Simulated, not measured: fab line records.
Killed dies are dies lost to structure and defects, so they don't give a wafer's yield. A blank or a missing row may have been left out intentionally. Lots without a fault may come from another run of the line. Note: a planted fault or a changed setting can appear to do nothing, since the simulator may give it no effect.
fab line records	flow nand-harc
record: lots: 7	wafers: 21	last-day: 25
route steps=1159 shown P_M0@271 P_M1@285 END@1159
lots with no fault: from the same line, run without faults
start-h: hours from the record's first day to the start of the lot's first wafer shown	wait-h: hours since the lot's step before	" unchanged from the row above	L1.1+2: one row covering several wafers at once	- no value, or no start given	* or withheld: withheld	< > ~ a bound
route shown NAME@n: a module of which the file shows steps, and the number in the route of the first	usual: mean/standard deviation of fault-free wafers	same: alike in all rows	chamber/n: place in a boat	sites: the reading at each site	_std_site: how widely they spread, as a standard deviation	_edge_site: inner sites' mean taken away from outer sites' mean	radius-mm: how far each site lies from the wafer's centre	mask NAME#n: copy n	behind: tool/chamber where the wafer was last shaped	hold: what put the lot on hold/how long, in hours/how the hold closed	device: which transistor (n, p or np) failed to switch	end of line: the same wafers' tests at the end of the route	a step given without rows: its recipe and nothing more	killed: dies that structure and defects cost at the first sort, which is not the same as the wafer's yield	map: shows each die of a wafer: x if killed, . if not, _ if none is there
set.NAME: the setting as run; set.NAME@STEP: as run at that earlier step	model.NAME: the simulator's own value behind a step, which no gauge read
lots at some steps of the route; a table a step, a row a wafer
services: the hour from which a tool's chamber was out of use, counted from the record's first day as start-h (under 0 if before that day), plus the number of hours and why
== steps ==
step: NHARC_P_M0_STRIP_19
recipe: time-s: 600	temp-c: 30	chemistry: post-etch-residue-remover
step: NHARC_P_M0_DEGAS_28
recipe: temp-c: 250	time-s: 60
usual: heater-power-w: 337/38
lot.wafer	tool	chamber	start-h	wait-h	heater-power-w
L432.2	pvd-sputter-03	-	158.71	-	310
L432.4	"	-	"	"	342
L432.6	"	-	"	"	318
L431.2	pvd-sputter-03	-	159.25	-	348
L431.3	"	-	"	"	284
L431.4	"	-	"	"	311
L435.3	pvd-sputter-02	-	169.47	-	313
L435.4	"	-	"	"	340
L435.6	"	-	"	"	343
L436.4	pvd-sputter-02	-	196.75	-	435
L436.2	"	-	"	"	334
L436.5	"	-	"	"	332
L438.1	pvd-sputter-01	-	198.59	-	332
L438.5	"	-	"	"	340
L438.6	"	-	"	"	334
L440.1	pvd-sputter-03	-	208.34	-	308
L440.3	"	-	"	"	336
L440.6	"	-	"	"	311
L448.1	pvd-sputter-01	-	258.51	-	342
L448.3	"	-	"	"	337
L448.5	"	-	"	"	355
step: NHARC_P_M0_PRE_CLEAN_29
recipe: time-s: 30	temp-c: 280	gas: H2/He
step: NHARC_P_M0_PVD_20
recipe: target-thk-a: 50	bias-v: 168.6	power-w: 15000	chamber-pressure-pa: 0.12	time-s: 8.06	substrate-temp-c: 50	material: TaN
usual: chamber-pressure-pa: 0.12/0.00024	throttle-valve-pct: 30.5/1.2
lot.wafer	tool	chamber	start-h	wait-h	chamber-pressure-pa	throttle-valve-pct
L432.4	pvd-sputter-03	-	-	-	0.11941	30.8
L432.2	"	-	"	"	0.12014	32.7
L432.6	"	-	"	"	0.1196	30.5
L431.4	pvd-sputter-03	-	-	-	0.1198	30.0
L431.3	"	-	"	"	0.12035	32.8
L431.2	"	-	"	"	0.11979	30.9
L435.3	pvd-sputter-02	-	-	-	0.11979	29.7
L435.4	"	-	"	"	0.1198	31.6
L435.6	"	-	"	"	0.11994	29.7
L436.4	pvd-sputter-02	-	-	-	0.12007	29.8
L436.2	"	-	"	"	0.12003	31.7
L436.5	"	-	"	"	0.12011	28.4
L438.1	pvd-sputter-01	-	-	-	0.12001	29.7
L438.6	"	-	"	"	0.1198	31.4
L438.5	"	-	"	"	0.12045	29.6
L440.1	pvd-sputter-03	-	-	-	0.11967	33.0
L440.3	"	-	"	"	0.11976	30.5
L440.6	"	-	"	"	0.12057	29.7
L448.1	pvd-sputter-01	-	-	-	0.12031	29.8
L448.3	"	-	"	"	0.12024	31.7
L448.5	"	-	"	"	0.12044	30.0
step: NHARC_P_M0_PVD_21
recipe: target-thk-a: 300	chamber-pressure-pa: 5	power-w: 5000	substrate-temp-c: 30	time-s: 20.49	material: Cu
usual: chamber-pressure-pa: 4.999/0.011	throttle-valve-pct: 30.6/1.2
lot.wafer	tool	chamber	start-h	wait-h	chamber-pressure-pa	throttle-valve-pct
L432.2	pvd-sputter-03	-	-	-	5.006	30.7
L432.4	"	-	"	"	4.989	29.8
L432.6	"	-	"	"	4.997	30.1
L431.3	pvd-sputter-03	-	-	-	5.016	30.6
L431.2	"	-	"	"	5.026	30.0
L431.4	"	-	"	"	4.997	29.8
L435.4	pvd-sputter-02	-	-	-	5.000	31.4
L435.3	"	-	"	"	4.999	29.7
L435.6	"	-	"	"	4.991	29.5
L436.2	pvd-sputter-02	-	-	-	5.008	29.8
L436.4	"	-	"	"	4.994	29.8
L436.5	"	-	"	"	4.986	31.5
L438.1	pvd-sputter-01	-	-	-	4.980	31.3
L438.6	"	-	"	"	4.994	31.1
L438.5	"	-	"	"	5.009	31.0
L440.1	pvd-sputter-03	-	-	-	4.986	32.7
L440.3	"	-	"	"	5.006	30.0
L440.6	"	-	"	"	5.005	33.1
L448.1	pvd-sputter-01	-	-	-	4.996	31.3
L448.3	"	-	"	"	4.999	31.3
L448.5	"	-	"	"	4.998	31.4
step: NHARC_P_M0_ECD_22
recipe: target-thk-a: 4000	bath-temp-c: 25	material: Cu
step: NHARC_P_M0_ANNEAL_30
recipe: temp-c: 225	time-s: 90
step: NHARC_P_M0_CMP_23
recipe: t-overpolish-s: 20	target-thk-nm: 117.53
usual: motor-current-A: 12.3/0.92	time-to-endpoint-s: 28.5/2.9
lot.wafer	tool	chamber	start-h	wait-h	motor-current-A	time-to-endpoint-s
L432.4	cmp-04	1	159.83	-	11.9	31.6
L432.2	"	2	"	"	13.9	29.4
L432.6	"	1	"	"	12.0	30.1
L431.3	cmp-03	0	160.33	-	13.2	25.0
L431.2	"	1	"	"	11.5	23.7
L431.4	"	3	"	"	13.1	22.7
L435.4	cmp-04	3	170.54	-	11.7	27.0
L435.3	"	0	"	"	10.8	31.6
L435.6	"	3	"	"	11.7	24.9
L436.2	cmp-01	2	197.83	-	11.6	29.2
L436.4	"	1	"	"	11.5	31.8
L436.5	"	2	"	"	10.9	22.3
L438.1	cmp-03	0	200.10	-	12.8	29.5
L438.5	"	3	"	"	14.0	28.5
L438.6	"	0	"	"	13.2	28.9
L440.1	cmp-03	2	209.44	-	12.1	30.1
L440.3	"	1	"	"	12.3	27.8
L440.6	"	2	"	"	12.1	30.6
L448.1	cmp-04	0	259.74	-	10.8	29.5
L448.3	"	3	"	"	12.3	26.5
L448.5	"	1	"	"	11.6	31.3
step: NHARC_P_M0_THK_MEAS_24
recipe: thk-meas-gauge: xrf
usual: thk-nm: 117.7/1.6
lot.wafer	tool	chamber	start-h	wait-h	thk-nm
L432.2	film-metro-01	-	160.11	-	115.2
L432.4	"	-	"	"	119.3
L432.6	"	-	"	"	118.6
L431.2	film-metro-01	-	160.65	-	117.2
L431.3	"	-	"	"	116.0
L431.4	"	-	"	"	116.0
L435.3	film-metro-02	-	170.86	-	117.1
L435.4	"	-	"	"	116.1
L435.6	"	-	"	"	115.5
L436.2	film-metro-01	-	198.14	-	117.8
L436.4	"	-	"	"	118.2
L436.5	"	-	"	"	115.6
L438.1	film-metro-01	-	200.39	-	117.2
L438.5	"	-	"	"	117.0
L438.6	"	-	"	"	118.6
L440.1	film-metro-02	-	209.75	-	117.3
L440.3	"	-	"	"	117.2
L440.6	"	-	"	"	118.0
L448.1	film-metro-01	-	260.05	-	116.5
L448.3	"	-	"	"	116.6
L448.5	"	-	"	"	118.8
step: NHARC_P_M0_SRD_25
step: NHARC_P_M0_INSPECT_27
usual: raw-defect-count: 299/93
lot.wafer	tool	chamber	start-h	wait-h	raw-defect-count
L432.2	defect-inspect-02	-	160.27	0.0	344
L432.4	"	-	"	"	330
L432.6	"	-	"	"	241
L431.2	defect-inspect-02	-	160.80	0.0	278
L431.3	"	-	"	"	228
L431.4	"	-	"	"	270
L435.3	defect-inspect-02	-	171.02	0.0	344
L435.4	"	-	"	"	289
L435.6	"	-	"	"	247
L436.2	defect-inspect-02	-	198.29	0.0	497
L436.4	"	-	"	"	404
L436.5	"	-	"	"	246
L438.1	defect-inspect-02	-	200.55	0.0	245
L438.5	"	-	"	"	345
L438.6	"	-	"	"	540
L440.1	defect-inspect-02	-	209.91	0.0	403
L440.3	"	-	"	"	367
L440.6	"	-	"	"	210
L448.1	defect-inspect-01	-	260.21	0.0	333
L448.3	"	-	"	"	182
L448.5	"	-	"	"	212
step: NHARC_P_M0_PRE_CLEAN_31
recipe: time-s: 12	temp-c: 370	rf-power-w: 300	gas: NH3
usual: heater-power-w: 645/85
lot.wafer	tool	chamber	start-h	wait-h	heater-power-w
L432.2	pecvd-01	2	160.34	0.1	640
L432.4	"	2	"	"	624
L432.6	"	0	"	"	585
L431.3	pecvd-01	1	161.60	0.8	775
L431.2	"	2	"	"	740
L431.4	"	0	"	"	540
L435.3	pecvd-03	2	171.16	0.1	615
L435.4	"	1	"	"	643
L435.6	"	2	"	"	621
L436.2	pecvd-03	2	198.37	0.1	517
L436.5	"	2	"	"	531
L436.4	"	0	"	"	748
L438.1	pecvd-03	0	200.63	0.1	679
L438.6	"	0	"	"	680
L438.5	"	1	"	"	631
L440.3	pecvd-03	1	209.99	0.1	652
L440.1	"	2	"	"	564
L440.6	"	2	"	"	548
L448.1	pecvd-04	1	260.29	0.1	654
L448.3	"	2	"	"	704
L448.5	"	1	"	"	645
step: NHARC_P_M0_DEP_32
recipe: target-thk-a: 300	temp-c: 370	target-thk-nm: 30	pressure-torr: 3	flow-sccm: 200	rf-w: 450	material: SiCN
usual: heater-power-w: 588/83
lot.wafer	tool	chamber	start-h	wait-h	heater-power-w
L432.2	pecvd-01	2	160.41	0.1	562
L432.4	"	2	"	"	577
L432.6	"	0	"	"	519
L431.3	pecvd-01	1	161.71	0.1	681
L431.2	"	2	"	"	659
L431.4	"	0	"	"	520
L435.3	pecvd-03	2	171.27	0.1	478
L435.4	"	1	"	"	533
L435.6	"	2	"	"	463
L436.2	pecvd-03	2	198.48	0.1	518
L436.5	"	2	"	"	498
L436.4	"	0	"	"	633
L438.1	pecvd-03	0	200.74	0.1	647
L438.6	"	0	"	"	637
L438.5	"	1	"	"	536
L440.3	pecvd-03	1	210.10	0.1	571
L440.1	"	2	"	"	556
L440.6	"	2	"	"	562
L448.1	pecvd-04	1	260.40	0.1	602
L448.3	"	2	"	"	590
L448.5	"	1	"	"	610
step: NHARC_P_M1_DEP_00
recipe: target-thk-a: 1825	target-thk-nm: 182.5	temp-c: withheld	pressure-torr: 5	flow-sccm: 200	rf-w: 600	material: SiOC
step: NHARC_P_M1_DEHYDRATE_01
recipe: temp-c: 150	time-s: 120
step: NHARC_P_M1_HMDS_02
recipe: time-s: 30
step: NHARC_P_M1_COAT_34
recipe: temp-c: 200	time-s: 65
step: NHARC_P_M1_COAT_03
recipe: spin-rpm: 1500	resist-thk-nm: 90
step: NHARC_P_M1_SOFTBAKE_04
recipe: temp-c: 105	time-s: 55
step: NHARC_P_M1_EBR_05
step: NHARC_P_M1_EXPOSE_06
recipe: na: 1.35	target-cd-nm: 130	dose-mj: 81.88	mask-id: P_M1
step: NHARC_P_M1_PEB_07
recipe: peb-temp-c: 100	peb-time-s: 65
step: NHARC_P_M1_DEVELOP_08
recipe: develop-time-s: 35	dev-temp-c: 23
step: NHARC_P_M1_CD_MEAS_09
recipe: target-cd-nm: 130	landing-energy-ev: 500
usual: cd-nm: 129.5/0.61
same: landing-energy-ev: 500
lot.wafer	tool	chamber	start-h	wait-h	cd-nm
L432.2	cd-sem-01	0	161.54	-	129.5
L432.4	"	0	"	"	130.0
L432.6	"	0	"	"	129.3
L431.2	cd-sem-02	0	162.77	-	128.8
L431.3	"	0	"	"	128.4
L431.4	"	0	"	"	129.7
L435.3	cd-sem-02	0	172.46	-	129.5
L435.4	"	0	"	"	129.8
L435.6	"	0	"	"	128.4
L436.2	cd-sem-03	0	199.57	-	129.2
L436.4	"	0	"	"	129.0
L436.5	"	0	"	"	129.0
L438.1	cd-sem-01	0	201.94	-	130.0
L438.5	"	0	"	"	130.2
L438.6	"	0	"	"	128.8
L440.1	cd-sem-03	0	211.54	-	128.7
L440.3	"	0	"	"	129.7
L440.6	"	0	"	"	128.7
L448.1	cd-sem-01	0	261.47	-	129.5
L448.3	"	0	"	"	128.8
L448.5	"	0	"	"	129.1
step: NHARC_P_M1_OVL_MEAS_10
recipe: pitch-nm: 260
usual: overlay-x-nm: 0.2/0.78	overlay-y-nm: 0.0/0.94
lot.wafer	tool	chamber	start-h	wait-h	overlay-x-nm	overlay-y-nm
L432.2	overlay-01	-	161.62	-	0.1	0.4
L432.4	"	-	"	"	0.5	0.3
L432.6	"	-	"	"	0.3	0.5
L431.2	overlay-01	-	162.86	-	-0.8	0.5
L431.3	"	-	"	"	-1.1	0.6
L431.4	"	-	"	"	-1.0	0.8
L435.3	overlay-02	-	172.54	-	0.1	-0.2
L435.4	"	-	"	"	-0.1	0.1
L435.6	"	-	"	"	-0.3	-0.6
L436.2	overlay-02	-	199.66	-	0.8	-1.0
L436.4	"	-	"	"	1.0	-0.6
L436.5	"	-	"	"	0.7	-1.5
L438.1	overlay-01	-	202.03	-	-0.6	-0.5
L438.5	"	-	"	"	-0.6	-0.4
L438.6	"	-	"	"	-0.6	0.3
L440.1	overlay-02	-	211.62	-	0.1	-1.0
L440.3	"	-	"	"	-0.2	-0.9
L440.6	"	-	"	"	-0.5	-1.5
L448.1	overlay-01	-	261.56	-	0.7	2.0
L448.3	"	-	"	"	1.0	2.1
L448.5	"	-	"	"	0.6	1.6
step: NHARC_P_M1_INSPECT_11
usual: raw-defect-count: 3.7/2.2
lot.wafer	tool	chamber	start-h	wait-h	hold	raw-defect-count
L432.2	defect-inspect-02	-	161.66	0.0	-	5
L432.4	"	-	"	"	-	5
L432.6	"	-	"	"	-	1
L431.2	defect-inspect-02	-	162.89	0.0	-	3
L431.3	"	-	"	"	-	4
L431.4	"	-	"	"	-	4
L435.3	defect-inspect-02	-	172.58	0.0	-	4
L435.4	"	-	"	"	-	1
L435.6	"	-	"	"	-	1
L436.2	defect-inspect-01	-	199.69	0.0	await-dispo/0.2h/release	444
L436.4	"	-	"	"	await-dispo/0.2h/release	423
L436.5	"	-	"	"	await-dispo/0.2h/release	441
L436.2	defect-inspect-01	-	199.86	0.2	-	448
L436.4	"	-	"	"	-	426
L436.5	"	-	"	"	-	437
L438.1	defect-inspect-01	-	202.07	0.0	await-dispo/0.2h/release	449
L438.5	"	-	"	"	await-dispo/0.2h/release	417
L438.6	"	-	"	"	await-dispo/0.2h/release	438
L438.1	defect-inspect-01	-	202.24	0.2	-	450
L438.5	"	-	"	"	-	411
L438.6	"	-	"	"	-	446
L440.1	defect-inspect-02	-	211.66	0.0	await-dispo/0.2h/release	443
L440.3	"	-	"	"	await-dispo/0.2h/release	448
L440.6	"	-	"	"	await-dispo/0.2h/release	510
L440.1	defect-inspect-02	-	211.83	0.2	-	445
L440.3	"	-	"	"	-	439
L440.6	"	-	"	"	-	510
L448.1	defect-inspect-01	-	261.60	0.0	-	4
L448.3	"	-	"	"	-	3
L448.5	"	-	"	"	-	8
step: NHARC_END_SORT_01
recipe: temp-c: 25
usual: defect-limited-yield: 95.6/1.6	killed-at-array: 26/10	killed-at-other: 0.8/1.1	killed-at-periphery: 3.3/2.6	killed-dies: 30/11	killed-open: 3.4/1.8	killed-short: 2.0/1.3	sort_bin_2_pct: 1.4/0.6	sort_bin_3_pct: 0.22/0.19	sort_bin_4_pct: 2.8/1.1	sort-n-pass: 647/11	sort-rim-yield-pct: 95.8/3	sort-yield-pct: 95.6/1.6
same: gross-dies: 677	sort_bin_5_pct[%]: 0	sort_bin_6_pct[%]: 0	sort_bin_7_pct[%]: 0	sort_bin_8_pct[%]: 0	sort-rim-n-gross: 106.00
lot.wafer	tool	chamber	start-h	wait-h	defect-limited-yield[%]	killed-at-array	killed-at-other	killed-at-periphery	killed-dies	killed-open	killed-short	sort_bin_2_pct[%]	sort_bin_3_pct[%]	sort_bin_4_pct[%]	sort-n-pass	sort-rim-yield-pct[%]	sort-yield-pct[%]
L431.2	prober-02	0	481.85	2.7	92.9	46	1	1	48	3	2	1.9	0.30	4.9	629	93.4	92.9
L431.3	prober-02	0	482.64	3.0	93.4	41	0	4	45	5	5	2.2	0.15	4.3	632	95.3	93.4
L431.4	prober-02	0	483.43	3.4	94.2	37	1	1	39	1	2	1.8	0	4.0	638	94.3	94.2
L432.2	prober-01	0	481.87	2.8	96.8	16	0	6	22	1	0	1.0	0.15	2.1	655	100.0	96.8
L432.4	prober-01	0	483.47	3.4	96.6	18	2	3	23	4	1	1.2	0	2.2	654	96.2	96.6
L432.6	prober-01	0	485.06	4.0	95.9	17	4	7	28	3	2	1.0	0.15	3.0	649	94.3	95.9
L435.3	prober-01	0	508.40	3.1	94.8	33	0	2	35	2	0	1.8	0	3.4	642	93.4	94.8
L435.4	prober-01	0	509.20	3.4	96.0	26	0	1	27	1	3	1.3	0	2.7	650	95.3	96.0
L435.6	prober-01	0	510.79	4.0	94.1	40	0	0	40	2	2	1.8	0.15	4.0	637	91.5	94.1
L448.1	prober-02	0	592.74	2.5	91.9	48	2	5	55	4	1	2.1	0.30	5.8	622	97.2	91.9
L448.3	prober-02	0	594.32	3.1	92.6	45	2	3	50	2	3	2.7	0.74	4.0	627	97.2	92.6
L448.5	prober-02	0	595.90	3.7	92.8	42	0	7	49	2	2	2.7	0.59	4.0	628	99.1	92.8
killed by level:class
L431.2 A_SLIT:chamber-film-flake=19 A_STAIRCASE:chamber-film-flake=11 A_CHANNEL_HOLE_D1:chamber-film-flake=9 A_CHANNEL_FILL_D1:geometric-particle:open=2 A_ONON_D1:geometric-particle:short=1 A_ONON_D1:geometric-particle:open=1 A_SGD_CUT:geometric-particle:short=1 P_M2:chamber-film-flake=1
L432.2 A_STAIRCASE:chamber-film-flake=7 P_M2:chamber-film-flake=5 A_CHANNEL_HOLE_D1:chamber-film-flake=5 A_CONTACT:chamber-film-flake=4 P_CONTACT:geometric-particle:open=1
L431.3 A_SLIT:chamber-film-flake=12 A_CHANNEL_HOLE_D1:chamber-film-flake=9 A_STAIRCASE:chamber-film-flake=8 A_CHANNEL_FILL_D1:geometric-particle:open=3 A_CONTACT:chamber-film-flake=3 A_SGD_CUT:geometric-particle:short=2 A_CONTACT:geometric-particle:short=2 P_M2:chamber-film-flake=2
L431.4 A_SLIT:chamber-film-flake=15 A_CHANNEL_HOLE_D1:chamber-film-flake=10 A_ZERO_WELL:chamber-film-flake=4 A_STAIRCASE:chamber-film-flake=4 P_M0:geometric-particle:open=1 A_ONON_D1:geometric-particle:short=1 A_WL_FILL:geometric-particle:short=1 A_WL_FILL:chamber-film-flake=1
L432.4 A_STAIRCASE:chamber-film-flake=5 A_WL_FILL:chamber-film-flake=3 A_CHANNEL_HOLE_D1:chamber-film-flake=2 A_CONTACT:chamber-film-flake=2 THIN_TSV:chamber-film-flake=2 A_CHANNEL_FILL_D1:geometric-particle:open=1 A_WL_FILL:geometric-particle:short=1 A_WL_FILL:geometric-particle:open=1
L432.6 A_STAIRCASE:chamber-film-flake=8 P_M2:chamber-film-flake=4 THIN_TSV:chamber-film-flake=4 A_CONTACT:chamber-film-flake=3 P_GATE:geometric-particle:open=1 P_M0:geometric-particle:open=1 A_SGD_CUT:geometric-particle:short=1 A_CONTACT:geometric-particle:open=1
L435.3 A_CHANNEL_HOLE_D1:chamber-film-flake=12 A_SLIT:chamber-film-flake=12 A_STAIRCASE:chamber-film-flake=6 P_M0:geometric-particle:open=1 A_SGD_CUT:geometric-particle:open=1 P_GATE:chamber-film-flake=1 A_ZERO_WELL:chamber-film-flake=1 A_CONTACT:chamber-film-flake=1
L435.4 A_SLIT:chamber-film-flake=11 A_CHANNEL_HOLE_D1:chamber-film-flake=7 A_STAIRCASE:chamber-film-flake=3 A_CHANNEL_HOLE_D1:geometric-particle:short=1 A_SGD_CUT:geometric-particle:short=1 A_WL_FILL:geometric-particle:short=1 A_M0:geometric-particle:open=1 P_ZERO_WELL:chamber-film-flake=1
L435.6 A_CHANNEL_HOLE_D1:chamber-film-flake=11 A_SLIT:chamber-film-flake=11 A_STAIRCASE:chamber-film-flake=7 A_CONTACT:chamber-film-flake=4 A_ZERO_WELL:chamber-film-flake=2 A_ONON_D1:geometric-particle:open=1 A_ONON_D1:geometric-particle:short=1 A_CHANNEL_FILL_D1:geometric-particle:short=1
L448.1 A_SLIT:chamber-film-flake=31 A_CHANNEL_HOLE_D1:chamber-film-flake=12 A_STAIRCASE:chamber-film-flake=3 P_GATE:chamber-film-flake=2 THIN_TSV:chamber-film-flake=2 P_ZERO_WELL:geometric-particle:open=1 P_CONTACT:geometric-particle:open=1 P_CONTACT:geometric-particle:short=1
L448.3 A_SLIT:chamber-film-flake=18 A_CHANNEL_HOLE_D1:chamber-film-flake=15 A_CONTACT:chamber-film-flake=7 A_WL_FILL:geometric-particle:short=2 THIN_TSV:chamber-film-flake=2 P_M0:geometric-particle:short=1 A_SOURCE_PLATE:geometric-particle:open=1 P_GATE:chamber-film-flake=1
L448.5 A_SLIT:chamber-film-flake=21 A_CHANNEL_HOLE_D1:chamber-film-flake=12 P_GATE:chamber-film-flake=3 P_M0:chamber-film-flake=3 A_CONTACT:chamber-film-flake=3 A_CHANNEL_FILL_D1:geometric-particle:open=1 A_CONTACT:geometric-particle:short=1 A_CONTACT:geometric-particle:open=1
== services ==
tool	chamber	start-h	hours	kind
cmp-03	-	156.18	4.0	pm
pvd-sputter-01	-	158.00	10.0	pm
cmp-03	-	160.18	-	consumable-replace:conditioner
cmp-03	-	160.18	-	consumable-replace:pad
cmp-01	-	179.74	4.0	pm
cmp-04	-	182.03	1.3	repair
pecvd-04	-	195.12	13.0	pm
cmp-04	-	203.17	4.0	pm
cmp-04	-	207.17	-	consumable-replace:conditioner
cmp-04	-	207.17	-	consumable-replace:pad
pvd-sputter-02	-	214.00	10.0	pm
pvd-sputter-01	-	214.43	1.0	repair
cmp-01	-	214.67	1.9	repair
cmp-04	-	215.71	0.9	repair
pvd-sputter-03	-	220.80	4.7	repair
cmp-03	-	230.20	1.6	repair
pecvd-01	-	237.88	13.0	pm
pecvd-01	0	237.88	13.0	vent-cycle
pecvd-01	1	237.88	13.0	vent-cycle
pecvd-01	2	237.88	13.0	vent-cycle
pecvd-01	0	250.88	-	clean
pecvd-01	1	250.88	-	clean
pecvd-01	2	250.88	-	clean
cmp-03	-	254.18	4.0	pm
== key ==
first-sign: step: NHARC_P_M1_INSPECT_11	reading: visit	direction: added
effect: step: NHARC_P_M1_INSPECT_11	reading: raw-defect-count	direction: up	sigmas: 99+	usual: 3.7	struck: 445.9
met-at NHARC_P_M0_PRE_CLEAN_31
struck-wafers L436.2,L436.4,L436.5,L438.1,L438.5,L438.6,L440.1,L440.3,L440.6
scrapped-behind NHARC_P_M1_INSPECT_11 L436.2,L436.4,L436.5,L438.1,L438.5,L438.6,L440.1,L440.3,L440.6
onset-between 171.16 198.37
also-fits NHARC_P_M0_DEP_32:pecvd-03
fault: kind: chamber-particle-source	tool: pecvd-03	chamber: -	onset-h: 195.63	steps: NHARC_P_M0_PRE_CLEAN_31	rate-per-visit-cm2: 0.68685	end-h: 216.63
